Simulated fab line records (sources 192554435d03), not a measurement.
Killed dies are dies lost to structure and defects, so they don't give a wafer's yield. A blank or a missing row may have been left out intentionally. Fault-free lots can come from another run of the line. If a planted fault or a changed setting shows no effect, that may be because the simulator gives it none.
Matching of chambers || flow n5Finfet || N5_BEOL_M10_VIA_ETCH_34 on rieDiel-06 has 4 sister chambers
The step etches SiCOH lowk in C4F6/O2, target depth 184.5 nm, time 69.2 s. 18 wafers are shown with their chamber, then 9 later ones without.

## WAFERS PAIRED WITH THEIR CHAMBERS
{"wafer": "L076.3", "chamber": 2, "rfVppV (V)": 670, "throttleValvePct (%)": 21.23, "showerheadPlenumPTorr (Torr)": 2.89}
{"wafer": "L076.4", "chamber": 0, "rfVppV (V)": 712, "throttleValvePct (%)": 20.50, "showerheadPlenumPTorr (Torr)": 2.77}
{"wafer": "L076.6", "chamber": 3, "rfVppV (V)": 637, "throttleValvePct (%)": 20.76, "showerheadPlenumPTorr (Torr)": 2.86}
{"wafer": "L083.1", "chamber": 2, "rfVppV (V)": 671, "throttleValvePct (%)": 21.23, "showerheadPlenumPTorr (Torr)": 2.88}
{"wafer": "L083.3", "chamber": 3, "rfVppV (V)": 637, "throttleValvePct (%)": 20.77, "showerheadPlenumPTorr (Torr)": 2.86}
{"wafer": "L083.5", "chamber": 3, "rfVppV (V)": 637, "throttleValvePct (%)": 20.78, "showerheadPlenumPTorr (Torr)": 2.85}
{"wafer": "L085.1", "chamber": 3, "rfVppV (V)": 636, "throttleValvePct (%)": 20.79, "showerheadPlenumPTorr (Torr)": 2.85}
{"wafer": "L085.4", "chamber": 0, "rfVppV (V)": 711, "throttleValvePct (%)": 20.52, "showerheadPlenumPTorr (Torr)": 2.76}
{"wafer": "L085.5", "chamber": 0, "rfVppV (V)": 711, "throttleValvePct (%)": 20.49, "showerheadPlenumPTorr (Torr)": 2.76}
{"wafer": "L084.3", "chamber": 0, "rfVppV (V)": 710, "throttleValvePct (%)": 20.52, "showerheadPlenumPTorr (Torr)": 2.76}
{"wafer": "L084.4", "chamber": 3, "rfVppV (V)": 636, "throttleValvePct (%)": 20.78, "showerheadPlenumPTorr (Torr)": 2.85}
{"wafer": "L084.5", "chamber": 0, "rfVppV (V)": 709, "throttleValvePct (%)": 20.52, "showerheadPlenumPTorr (Torr)": 2.76}
{"wafer": "L086.2", "chamber": 2, "rfVppV (V)": 671, "throttleValvePct (%)": 21.27, "showerheadPlenumPTorr (Torr)": 2.88}
{"wafer": "L086.5", "chamber": 2, "rfVppV (V)": 670, "throttleValvePct (%)": 21.27, "showerheadPlenumPTorr (Torr)": 2.88}
{"wafer": "L086.6", "chamber": 1, "rfVppV (V)": 656, "throttleValvePct (%)": 20.97, "showerheadPlenumPTorr (Torr)": 2.93}
{"wafer": "L090.3", "chamber": 2, "rfVppV (V)": 669, "throttleValvePct (%)": 21.25, "showerheadPlenumPTorr (Torr)": 2.87}
{"wafer": "L090.5", "chamber": 1, "rfVppV (V)": 656, "throttleValvePct (%)": 20.97, "showerheadPlenumPTorr (Torr)": 2.93}
{"wafer": "L090.6", "chamber": 2, "rfVppV (V)": 670, "throttleValvePct (%)": 21.27, "showerheadPlenumPTorr (Torr)": 2.87}

SIGNATURES, as means of the wafers listed above
{"reading": "rfVppV", "chamber 0": 710.60, "chamber 1": 656.00, "chamber 2": 670.17, "chamber 3": 636.60, "scatter within a chamber": 0.812}
{"reading": "throttleValvePct", "chamber 0": 20.5100, "chamber 1": 20.9700, "chamber 2": 21.2533, "chamber 3": 20.7760, "scatter within a chamber": 0.0152}
{"reading": "showerheadPlenumPTorr", "chamber 0": 2.7620, "chamber 1": 2.9300, "chamber 2": 2.8783, "chamber 3": 2.8540, "scatter within a chamber": 0.00588}
Rule: for a wafer and a chamber, the distance is found by dividing, reading by reading, the gap between the wafer's reading and the chamber's mean by the reading's scatter, squaring, summing and taking the root. The wafer belongs to the nearest chamber; if the next one is less than 2 further off, it can't be placed. The scatter: the root of (the sum of the squares of (reading less its chamber's mean) over the shown wafers, divided by (wafers less chambers)).

## WAFERS MISSING THEIR CHAMBER
{"wafer": "L094.1", "rfVppV (V)": 637, "throttleValvePct (%)": 20.81, "showerheadPlenumPTorr (Torr)": 2.84}
{"wafer": "L094.2", "rfVppV (V)": 655, "throttleValvePct (%)": 20.97, "showerheadPlenumPTorr (Torr)": 2.92}
{"wafer": "L094.4", "rfVppV (V)": 670, "throttleValvePct (%)": 21.27, "showerheadPlenumPTorr (Torr)": 2.87}
{"wafer": "L093.2", "rfVppV (V)": 668, "throttleValvePct (%)": 21.26, "showerheadPlenumPTorr (Torr)": 2.87}
{"wafer": "L093.4", "rfVppV (V)": 656, "throttleValvePct (%)": 20.97, "showerheadPlenumPTorr (Torr)": 2.92}
{"wafer": "L093.5", "rfVppV (V)": 710, "throttleValvePct (%)": 20.55, "showerheadPlenumPTorr (Torr)": 2.75}
{"wafer": "L097.1", "rfVppV (V)": 669, "throttleValvePct (%)": 21.28, "showerheadPlenumPTorr (Torr)": 2.87}
{"wafer": "L097.2", "rfVppV (V)": 637, "throttleValvePct (%)": 20.81, "showerheadPlenumPTorr (Torr)": 2.84}
{"wafer": "L097.6", "rfVppV (V)": 635, "throttleValvePct (%)": 20.82, "showerheadPlenumPTorr (Torr)": 2.84}

## THE CHAMBER EACH PASSED THROUGH
{"wafer": "L094.1", "from the rows above": 3, "in truth": 3}
{"wafer": "L094.2", "from the rows above": 1, "in truth": 1}
{"wafer": "L094.4", "from the rows above": 2, "in truth": 2}
{"wafer": "L093.2", "from the rows above": 2, "in truth": 2}
{"wafer": "L093.4", "from the rows above": 1, "in truth": 1}
{"wafer": "L093.5", "from the rows above": 0, "in truth": 0}
{"wafer": "L097.1", "from the rows above": 2, "in truth": 2}
{"wafer": "L097.2", "from the rows above": 3, "in truth": 3}
{"wafer": "L097.6", "from the rows above": 3, "in truth": 3}
Placed correctly: 9 of 9. From these rows, 0 cannot be placed. Wrongly placed: 0.
